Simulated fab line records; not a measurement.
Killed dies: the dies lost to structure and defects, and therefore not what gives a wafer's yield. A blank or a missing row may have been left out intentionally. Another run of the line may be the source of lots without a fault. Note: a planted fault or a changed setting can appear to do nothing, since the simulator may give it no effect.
Matching of chambers / flow n5 finfet / N5_BEOL_M7_DESCUM_16 on rie diel-03: 4 sister chambers
The step chemistry O2, time 7.9 s. 8 wafers are shown with their chamber, then 8 later ones without.

== EACH WAFER AND ITS CHAMBER ==
wafer=L077.5; chamber=0; drypump motor current A (A)=6.4; oes product au (a.u.)=0.73
wafer=L079.6; chamber=1; drypump motor current A (A)=6.1; oes product au (a.u.)=0.87
wafer=L080.1; chamber=0; drypump motor current A (A)=6.4; oes product au (a.u.)=0.72
wafer=L080.4; chamber=1; drypump motor current A (A)=6.0; oes product au (a.u.)=0.86
wafer=L081.1; chamber=3; drypump motor current A (A)=5.6; oes product au (a.u.)=0.69
wafer=L081.2; chamber=2; drypump motor current A (A)=5.5; oes product au (a.u.)=0.73
wafer=L081.5; chamber=2; drypump motor current A (A)=5.5; oes product au (a.u.)=0.74
wafer=L084.1; chamber=3; drypump motor current A (A)=5.6; oes product au (a.u.)=0.68

== WAFERS WHOSE CHAMBER IS MISSING ==
wafer=L084.3; drypump motor current A (A)=5.5; oes product au (a.u.)=0.74
wafer=L084.4; drypump motor current A (A)=6.4; oes product au (a.u.)=0.72
wafer=L087.3; drypump motor current A (A)=6.0; oes product au (a.u.)=0.84
wafer=L087.5; drypump motor current A (A)=5.9; oes product au (a.u.)=0.84
wafer=L087.6; drypump motor current A (A)=6.4; oes product au (a.u.)=0.70
wafer=L096.1; drypump motor current A (A)=5.5; oes product au (a.u.)=0.71
wafer=L096.5; drypump motor current A (A)=6.4; oes product au (a.u.)=0.69
wafer=L096.6; drypump motor current A (A)=6.1; oes product au (a.u.)=0.81

== CHAMBER TAKEN BY EACH ==
wafer=L084.3; from the rows above=2; in truth=2
wafer=L084.4; from the rows above=0; in truth=0
wafer=L087.3; from the rows above=1; in truth=1
wafer=L087.5; from the rows above=1; in truth=1
wafer=L087.6; from the rows above=0; in truth=0
wafer=L096.1; from the rows above=can't be placed: 2 or 3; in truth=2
wafer=L096.5; from the rows above=0; in truth=0
wafer=L096.6; from the rows above=1; in truth=1
Placed correctly: 7 of 8. Not placeable from these rows: 1 (in 1, the candidates include the true chamber). 0 placed wrongly.
How it was worked out, from the rows above alone: a wafer's distance from a chamber is the root of the sum, over the readings, of the square of ((its reading less the chamber's mean) divided by the reading's scatter). The wafer belongs to the nearest chamber; if the next one is less than 2 further off, it can't be placed. For every chamber, the mean is computed from those of its wafers that are shown. The scatter: the root of (the sum of the squares of (reading less its chamber's mean) over the shown wafers, divided by (wafers less chambers)).
